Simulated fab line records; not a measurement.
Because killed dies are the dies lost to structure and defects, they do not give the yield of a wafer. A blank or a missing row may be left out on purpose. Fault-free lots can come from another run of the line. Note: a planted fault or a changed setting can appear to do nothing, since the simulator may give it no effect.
Problem report, 8D (eight disciplines) form, completed by code / flow n5 finfet / the parts of the form that need people (team, actions taken, sign-off) are left out

## 1. WHAT IS WRONG
Wafers without a fault read 2.0, standard deviation 1.4; raw defect count at N5_BEOL_M0_CUTY_INSPECT_59 reads a mean of 27.5 on 2 wafers belonging to 2 lots. That puts it +18 standard deviations away from the usual mean.
The step: inspects for defects (macro).
Earliest sighting: wafer L209.2 on defect inspect-02 at day 7 15:46. The record holds 26 wafers of 9 lots with a number at this step. Rule for "out", or "out of limits": more than 4 standard deviations from the usual mean. The other wafers with a number count as sound.

## 2. WHAT IT IS, WHAT IT ISN'T
question=which readings at this step | is=raw defect count | is not=-
question=which lots | is=L209, L211 | is not=L201, L202, L203, L217, L219, L221, L223
question=which wafers of those lots | is=L209.2, L211.5 | is not=L209.1, L209.4, L211.1, L211.6
question=read on which gauges | is=defect inspect-01, defect inspect-02 | is not=-
question=when | is=from day 7 15:46 | is not=up to then (11 sound wafers); but 13 sound wafers of L211, L217, L219, L221, L223 came after

## 3. SUSPECTS, AND WHAT RULES EACH OUT
Counting: any tool at a process step up to the reading remains a suspect provided it ran every lot that is out. Sound lots after the first of them don't rule it out here, since some wafers of a struck lot are sound.
- the gauge at N5_BEOL_M0_CUTY_INSPECT_59: ruled out. The wafers that are out were read on 2 gauges (defect inspect-01, defect inspect-02).
- rie diel-02 at N5_BEOL_M0_SAQP_SPACER2_ETCHBACK_27 (etches SiO2 in CHF3/O2, target depth 22.5 nm, time 11.25 s): kept. Ran every lot that is out, first one L209 (day 7 13:25); last sound lot up to then L203 (day 6 05:24).
- In rie diel-02 at N5_BEOL_M0_SAQP_SPACER2_ETCHBACK_27, the wafers that are out were processed in chamber 0 and their sound lot-mates in chambers 1, 2, 3.
Remaining after the count: rie diel-02 at N5_BEOL_M0_SAQP_SPACER2_ETCHBACK_27.

## 4. THE CAUSE (what the simulator had put in)
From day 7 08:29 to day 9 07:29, rie diel-02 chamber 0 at N5_BEOL_M0_SAQP_SPACER2_ETCHBACK_27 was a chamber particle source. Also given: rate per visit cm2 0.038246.
Counting left only this tool.

## 5. SEQUENCE OF EFFECTS, ordered by route
Each row: a reading where the mean over the struck wafers with a number is more than 3 standard deviations away from the usual. Scope: only readings with a usual standard deviation given in the record; hours: median across lots of the time from each lot's start at the first step in this table that gives one to its start at this step; sigmas: change in usual standard deviations.
hours=0; step=N5_BEOL_M0_CUTY_INSPECT_59; reading=raw defect count; usual=2.0; on struck wafers=27.5; change=+25.5; sigmas=+18
At these later measuring or inspecting steps, every struck wafer for which the step has a row has a number for every such reading, and none has moved that far: N5_BEOL_M4_RC_MEAS_101.

## 6. WHAT WOULD HAVE CAUGHT IT SOONER
In this record the first reading out of limits at a measuring or inspecting step was taken at day 7 15:46, 7 hours after the fault began at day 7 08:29.
An alarm limit of 4 standard deviations would not have fired on the tool readings at N5_BEOL_M0_SAQP_SPACER2_ETCHBACK_27 for which the record gives a usual standard deviation, since none of them was out on any struck wafer.
L211, from the lots that are out (2), started N5_BEOL_M0_SAQP_SPACER2_ETCHBACK_27 on rie diel-02 later than day 7 15:46. It would have been spared by a hold on the tool at that moment.
